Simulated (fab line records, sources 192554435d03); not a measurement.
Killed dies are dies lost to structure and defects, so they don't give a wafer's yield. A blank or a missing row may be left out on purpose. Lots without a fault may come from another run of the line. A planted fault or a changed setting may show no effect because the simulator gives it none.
fab line records | flow n5_finfet
record lots=9 wafers=27 last_day=18
route steps=1938 shown BEOL_M2@876 BEOL_M4@1111
lots that met no fault: from a run of the same line without faults
start_h: hours from the record's first day to the start of the lot's first wafer shown | wait_h: hours since the lot's step before | " the same as in the row above | L1.1+2: a row that stands for several wafers | - no value, or no start given | * or withheld: withheld | < > ~ a bound
route shown NAME@n: a module of which the file shows steps, and the number in the route of the first | usual: mean/standard deviation of fault-free wafers | same: alike in all rows | chamber/n: place in a boat | sites: the reading at each site | _std_site: their standard deviation | _edge_site: outer sites' mean less inner sites' | radius_mm: how far each site lies from the wafer's centre | mask NAME#n: copy n | behind: the tool/chamber that last shaped the wafer | hold: why the lot was held/for how many hours/how that ended | device: the transistor (n, p or np) that didn't switch | end of line: the same wafers' tests at the end of the route | a step without rows: its recipe alone | killed: dies lost to structure and defects at the first sort, not the wafer's yield | map: a wafer's dies, x killed, . not, _ none there
set.NAME: the setting as run; set.NAME@STEP: as run at that earlier step | model.NAME: the simulator's own value behind a step, which no gauge read
steps of the route over a sample of lots; a table a step, a row a wafer
services: from which hour (start_h, from the record's first day; less than 0 if before it) a tool's chamber was out of use, for how many hours, and why
## steps
# step N5_BEOL_M2_CD_MEAS_28
# recipe target_cd_nm=26.2 landing_energy_ev=500 detector=se_inlens target_cd_y_nm=24.1 polarity=opening
# usual cd_nm=26.23/0.26
# columns lot.wafer tool chamber start_h wait_h cd_nm
L276.1 cd_sem-01 0 139.99 - 25.73
L276.3 " 0 " " 26.08
L276.6 " 0 " " 26.00
L275.4 cd_sem-02 0 148.88 - 26.50
L275.5 " 0 " " 26.44
L275.6 " 0 " " 26.05
L278.1 cd_sem-03 0 160.31 - 26.08
L278.2 " 0 " " 26.74
L278.6 " 0 " " 26.37
L281.2 cd_sem-02 0 167.53 - 26.79
L281.3 " 0 " " 26.11
L281.5 " 0 " " 26.71
L285.1 cd_sem-01 0 203.90 - 25.91
L285.3 " 0 " " 25.88
L285.6 " 0 " " 26.04
L286.1 cd_sem-02 0 216.57 - 26.76
L286.4 " 0 " " 26.36
L286.5 " 0 " " 25.84
L292.3 cd_sem-01 0 240.10 - 26.59
L292.4 " 0 " " 26.16
L292.5 " 0 " " 26.32
L298.2 cd_sem-03 0 277.49 - 26.50
L298.3 " 0 " " 26.34
L298.5 " 0 " " 26.51
L297.3 cd_sem-01 0 280.70 - 25.95
L297.4 " 0 " " 26.21
L297.5 " 0 " " 26.18
# step N5_BEOL_M2_ALD_98
# recipe material=SiO2 target_thk_a=25 temp_c=100 ald_precursor_family=BDEAS ald_co_reactant=O2-plasma pulse_time_s=1 co_reactant_pulse_time_s=1 purge_time_s=2 co_reactant_purge_time_s=2 ald_cycles=17 pressure_torr=2
# usual ald_cycles=17/0 heater_power_w=77/8.9 precursor_pulse_height_rel=1.002/0.021
# columns lot.wafer tool chamber start_h wait_h ald_cycles heater_power_w precursor_pulse_height_rel
L276.1 ald_sin-02 2 140.60 0.1 17 79 0.950
L276.3 " 0 " " 17 86 0.978
L276.6 " 0 " " 17 85 1.003
L275.4 ald_sin-04 1 149.85 0.4 17 74 1.010
L275.5 " 2 " " 17 80 0.992
L275.6 " 1 " " 17 74 1.029
L278.1 ald_sin-03 0 160.59 0.1 17 67 1.027
L278.2 " 2 " " 17 101 0.957
L278.6 " 1 " " 17 90 0.984
L281.2 ald_sin-02 1 167.89 0.1 17 65 1.024
L281.3 " 0 " " 17 86 1.050
L281.5 " 2 " " 17 78 0.992
L285.1 ald_sin-03 1 204.67 0.1 17 85 0.979
L285.3 " 0 " " 17 64 1.018
L285.6 " 0 " " 17 63 0.976
L286.1 ald_sin-03 1 217.58 0.8 17 83 1.013
L286.4 " 0 " " 17 63 0.999
L286.5 " 1 " " 17 83 1.007
L292.3 ald_sin-03 3 240.35 0.1 17 76 1.023
L292.4 " 1 " " 17 83 1.028
L292.5 " 1 " " 18 84 0.979
L298.2 ald_sin-02 3 277.96 0.2 17 76 1.012
L298.3 " 2 " " 17 77 0.982
L298.5 " 0 " " 17 88 1.001
L297.3 ald_sin-02 2 282.26 1.3 17 79 1.007
L297.4 " 0 " " 17 88 1.012
L297.5 " 1 " " 17 69 0.986
# step N5_BEOL_M2_VIA_ETCH_34
# recipe chemistry=C4F6/O2 target_depth_a=694 mask_material=SOC pressure_mtorr=15 ion_energy_ev=250 taper_deg=4 time_s=65.9 source_w=350 bias_w=170 Ar_flow_sccm=300 C4F6_flow_sccm=10 O2_flow_sccm=10
# usual drypump_motor_current_A=5.6/0.44 oes_product_au=0.77/0.088 rf_vpp_V=666/9.4 showerhead_plenum_p_Torr=2.91/0.058 throttle_valve_pct=30.72/0.26
# columns lot.wafer tool chamber start_h wait_h drypump_motor_current_A oes_product_au rf_hours_counter_h rf_vpp_V showerhead_plenum_p_Torr throttle_valve_pct
L276.1 rie_diel-03 3 145.55 0.0 5.3 0.70 184 663 2.94 30.81
L276.3 " 2 " " 5.3 0.70 - 674 2.96 30.76
L276.6 " 2 " " 5.3 0.70 - 675 2.96 30.73
L275.4 rie_diel-03 2 150.24 0.0 5.3 0.70 - 675 2.96 30.75
L275.5 " 3 " " 5.3 0.70 - 664 2.94 30.82
L275.6 " 1 " " 5.3 0.88 - 664 2.91 30.90
L278.1 rie_diel-05 1 161.45 0.0 5.1 0.76 133 648 2.82 30.14
L278.2 " 0 " " 6.4 0.71 195 666 2.94 30.56
L278.6 " 3 " " 5.7 0.67 - 677 2.82 31.28
L281.2 rie_diel-03 1 174.63 0.0 5.4 0.86 38 666 2.91 30.94
L281.3 " 2 " " 5.3 0.68 224 674 2.95 30.77
L281.5 " 2 " " 5.3 0.68 - 674 2.95 30.75
L285.1 rie_diel-03 0 204.96 0.0 5.9 0.87 40 685 3.02 30.71
L285.3 " 3 " " 5.3 0.68 207 664 2.93 30.83
L285.6 " 0 " " 5.9 0.88 - 684 3.02 30.70
L286.1 rie_diel-05 0 218.04 0.0 6.5 0.71 214 666 2.93 30.59
L286.4 " 0 " " 6.5 0.71 - 665 2.93 30.56
L286.5 " 1 " " 5.1 0.75 - 646 2.81 30.15
L292.3 rie_diel-01 1 241.78 0.0 5.7 0.75 133 663 2.95 30.53
L292.4 " 2 " " 5.2 0.89 - 663 2.90 30.95
L292.5 " 0 " " 6.3 0.71 - 666 2.95 30.83
L298.2 rie_diel-01 2 278.93 0.0 5.2 0.88 34 662 2.90 30.96
L298.3 " 2 " " 5.2 0.88 - 663 2.90 30.97
L298.5 " 2 " " 5.2 0.89 - 663 2.90 30.97
L297.3 rie_diel-05 2 282.53 0.0 6.0 0.89 25 665 2.88 30.60
L297.4 " 1 " " 5.1 0.73 178 644 2.80 30.17
L297.5 " 2 " " 6.0 0.89 - 666 2.88 30.60
# step N5_BEOL_M2_ETCH_41
# recipe chemistry=CH3F/O2 target=SiCN target_depth_a=299 taper_deg=2 time_s=52.5 ion_energy_ev=120 mask_material=TiN pressure_mtorr=30 source_w=395 bias_w=75 Ar_flow_sccm=150 CH3F_flow_sccm=30 O2_flow_sccm=20
# usual drypump_motor_current_A=5.6/0.44 oes_product_au=0.77/0.088 rf_vpp_V=298.4/1.1 showerhead_plenum_p_Torr=2.05/0.041 throttle_valve_pct=16.27/0.18
# columns lot.wafer tool chamber start_h wait_h drypump_motor_current_A oes_product_au rf_hours_counter_h rf_vpp_V showerhead_plenum_p_Torr throttle_valve_pct
L276.1 rie_diel-03 3 - - 5.2 0.70 184 300.3 2.07 16.31
L276.3 " 2 " " 5.3 0.70 - 299.3 2.08 16.26
L276.6 " 2 " " 5.3 0.70 - 299.7 2.08 16.25
L275.4 rie_diel-03 2 - - 5.3 0.70 - 298.8 2.08 16.26
L275.5 " 3 " " 5.3 0.69 - 298.2 2.07 16.31
L275.6 " 1 " " 5.3 0.88 - 297.7 2.05 16.28
L278.1 rie_diel-05 1 - - 5.1 0.77 133 297.5 1.99 15.88
L278.2 " 0 " " 6.4 0.72 195 297.3 2.07 16.14
L278.6 " 3 " " 5.6 0.68 - 296.6 1.98 16.73
L281.2 rie_diel-03 1 - - 5.3 0.86 38 298.8 2.05 16.27
L281.3 " 2 " " 5.3 0.69 224 297.7 2.08 16.28
L281.5 " 2 " " 5.3 0.69 - 298.7 2.08 16.28
L285.1 rie_diel-03 0 - - 5.8 0.87 40 300.2 2.13 16.20
L285.3 " 3 " " 5.2 0.69 207 297.9 2.06 16.35
L285.6 " 0 " " 5.8 0.88 - 299.6 2.13 16.19
L286.1 rie_diel-05 0 - - 6.5 0.70 214 299.0 2.06 16.18
L286.4 " 0 " " 6.5 0.71 - 299.0 2.06 16.18
L286.5 " 1 " " 5.1 0.75 - 296.3 1.98 15.92
L292.3 rie_diel-01 1 - - 5.7 0.75 134 300.0 2.08 16.23
L292.4 " 2 " " 5.2 0.90 - 297.8 2.05 16.38
L292.5 " 0 " " 6.4 0.72 - 298.8 2.08 16.34
L298.2 rie_diel-01 2 - - 5.2 0.88 34 298.3 2.04 16.41
L298.3 " 2 " " 5.2 0.88 - 298.0 2.04 16.41
L298.5 " 2 " " 5.2 0.88 - 298.8 2.04 16.42
L297.3 rie_diel-05 2 - - 5.9 0.89 25 298.4 2.03 16.16
L297.4 " 1 " " 5.1 0.72 178 297.4 1.97 15.97
L297.5 " 2 " " 5.9 0.89 - 297.7 2.03 16.14
# step N5_BEOL_M4_RC_MEAS_101
# usual DIBL_N=37.0/1.7 DIBL_P=36.7/2 IOFF_N=0.17/0.035 IOFF_P=0.22/0.035 ION_N=672/12 ION_P=461/7.5 SS_N=71.6/0.67 SS_P=73.4/0.64 VT_N=250/3.5 VT_P=-250/3.5
# columns lot.wafer tool chamber start_h wait_h DIBL_N[mV/V] DIBL_P[mV/V] IOFF_N[nA/um] IOFF_P[nA/um] ION_N[uA/um] ION_P[uA/um] SS_N[mV/dec] SS_P[mV/dec] VT_N[mV] VT_P[mV]
L276.1 prober-01 0 168.91 0.0 37.2 36.6 0.19 0.27 692 476 72.1 73.0 249 -242
L276.3 " 0 " " 34.5 33.5 0.13 0.20 663 461 71.3 72.5 252 -246
L276.6 " 0 " " 34.7 33.6 0.14 0.22 663 469 71.2 73.0 249 -246
L275.4 prober-02 0 176.57 0.5 36.8 36.0 0.16 0.18 672 459 72.2 72.7 250 -252
L275.5 " 0 " " 35.5 35.4 0.14 0.17 655 448 71.2 72.9 249 -255
L275.6 " 0 " " 33.7 33.5 0.11 0.16 663 460 70.5 72.3 255 -254
L278.1 prober-02 0 187.31 0.0 37.0 36.5 0.17 0.25 665 462 71.7 73.2 249 -244
L278.2 " 0 " " 37.2 36.3 0.19 0.25 675 467 72.0 73.1 245 -246
L278.6 " 0 " " 36.3 36.4 0.18 0.25 685 473 71.3 73.8 244 -247
L281.2 prober-01 0 196.31 0.2 38.4 39.0 0.19 0.27 665 464 72.2 73.6 247 -248
L281.3 " 0 " " 39.2 38.8 0.20 0.25 668 449 72.3 74.1 249 -249
L281.5 " 0 " " 39.6 39.8 0.21 0.27 658 454 72.4 74.5 247 -250
L285.1 prober-02 0 226.97 0.0 34.3 35.1 0.13 0.18 666 454 70.0 72.4 252 -253
L285.3 " 0 " " 36.5 36.9 0.17 0.20 675 460 71.4 74.1 249 -253
L285.6 " 0 " " 35.7 35.4 0.15 0.18 666 454 71.4 73.5 253 -255
L286.1 prober-01 0 237.41 0.0 36.9 36.1 0.18 0.26 687 471 71.7 72.8 245 -244
L286.4 " 0 " " 35.7 34.7 0.16 0.23 680 470 70.2 73.1 247 -245
L286.5 " 0 " " 39.5 39.5 0.24 0.33 693 475 72.4 73.8 243 -242
L292.3 prober-02 0 261.93 0.3 40.4 40.5 0.25 0.31 683 471 73.2 74.2 244 -245
L292.4 " 0 " " 37.3 37.0 0.17 0.24 676 465 71.6 73.6 245 -248
L292.5 " 0 " " 37.1 36.6 0.18 0.23 690 467 71.2 73.9 246 -247
L298.2 prober-02 0 300.09 0.2 37.0 35.8 0.15 0.21 680 467 71.1 73.7 250 -247
L298.3 " 0 " " 35.9 34.6 0.13 0.19 658 460 70.7 72.8 251 -250
L298.5 " 0 " " 39.1 38.2 0.19 0.25 690 470 72.1 73.5 246 -248
L297.3 prober-02 0 322.71 0.3 35.5 34.4 0.15 0.20 675 467 72.0 73.6 250 -250
L297.4 " 0 " " 36.0 35.2 0.16 0.22 678 466 71.8 73.5 246 -249
L297.5 " 0 " " 35.8 34.2 0.14 0.20 664 461 71.2 73.1 251 -252
## services
# columns tool chamber start_h hours kind
ald_sin-02 2 121.45 4.9 repair
rie_diel-03 0 131.31 33.0 repair
ald_sin-03 - 132.85 14.6 pm
rie_diel-03 1 139.08 7.7 repair
ald_sin-04 0 146.68 3.8 repair
rie_diel-05 - 156.32 4.3 pm
ald_sin-02 - 174.76 6.0 pm
ald_sin-03 - 174.83 0.6 repair
ald_sin-03 - 177.05 14.0 pm
rie_diel-01 1 182.08 1.6 repair
ald_sin-02 3 194.15 5.0 repair
rie_diel-05 2 202.05 - clean
rie_diel-05 2 202.05 - consumable_replace:focus_ring
rie_diel-05 2 202.05 14.4 scheduled_down
ald_sin-04 - 211.43 6.0 pm
rie_diel-05 - 228.13 0.4 repair
rie_diel-01 3 235.05 61.9 repair
ald_sin-02 - 241.76 2.7 repair
rie_diel-03 2 254.30 - clean
rie_diel-03 2 254.30 - consumable_replace:focus_ring
rie_diel-05 2 271.67 4.7 repair
ald_sin-02 - 272.25 0.3 repair
rie_diel-01 0 275.58 5.2 repair
ald_sin-03 - 280.82 1.5 repair
## key
first_sign step=N5_BEOL_M2_ALD_98 reading=ald_cycles direction=up sigmas=99+ usual=* struck=*
effect none on later readings
met_at N5_BEOL_M2_ALD_98
struck_lots L292
struck_wafers L292.5
not_acting_at N5_BEOL_M2_CD_MEAS_28,N5_BEOL_M2_VIA_ETCH_34,N5_BEOL_M2_ETCH_41
onset_between 217.58 240.35
fault kind=process_parameter_drift tool=ald_sin-03 chamber=- onset_h=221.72 steps=N5_BEOL_M2_ALD_98 channel=ald_cycles offset=* shape=step end_h=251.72 scope=struck_wafers_only acts_in=* stated=*
